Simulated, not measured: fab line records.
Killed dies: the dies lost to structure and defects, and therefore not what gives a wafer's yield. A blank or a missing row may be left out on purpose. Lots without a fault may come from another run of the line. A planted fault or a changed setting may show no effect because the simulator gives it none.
Chamber matching -- flow nand harc -- NHARC_A_BONDPAD_STRIP_15 on rie diel-11: 4 sister chambers
The step strips in O2. 4 wafers are shown with their chamber, then 8 later ones without.

== WAFERS WITH THEIR CHAMBER ==
wafer,chamber,drypump motor current A (A)
L460.6,0,5.9
L464.5,2,6.6
L464.6,3,5.7
L463.1,1,6.2

== WAFERS WITHOUT THEIR CHAMBER ==
wafer,drypump motor current A (A)
L463.3,5.6
L463.4,6.6
L465.1,5.7
L465.3,5.9
L465.6,6.3
L471.4,6.2
L471.5,5.7
L471.6,5.9

== EACH ONE'S CHAMBER ==
wafer,from the rows above,in truth
L463.3,3,3
L463.4,2,2
L465.1,3,3
L465.3,0,0
L465.6,1,1
L471.4,1,1
L471.5,3,3
L471.6,0,0
Correct placement for 8 of the 8. From these rows, 0 cannot be placed. Placed wrongly: 0.
How it was worked out, from the rows above alone: a wafer's distance from a chamber is the root of the sum, over the readings, of the square of ((its reading less the chamber's mean) divided by the reading's scatter). If the next closest chamber is less than 2 further off than the closest, the wafer can't be placed; otherwise it belongs to the closest. A chamber's mean is the mean of its shown wafers. The scatter: with one shown wafer a chamber, the root of the mean of the squares of how far each hidden wafer lies from its nearest shown one.
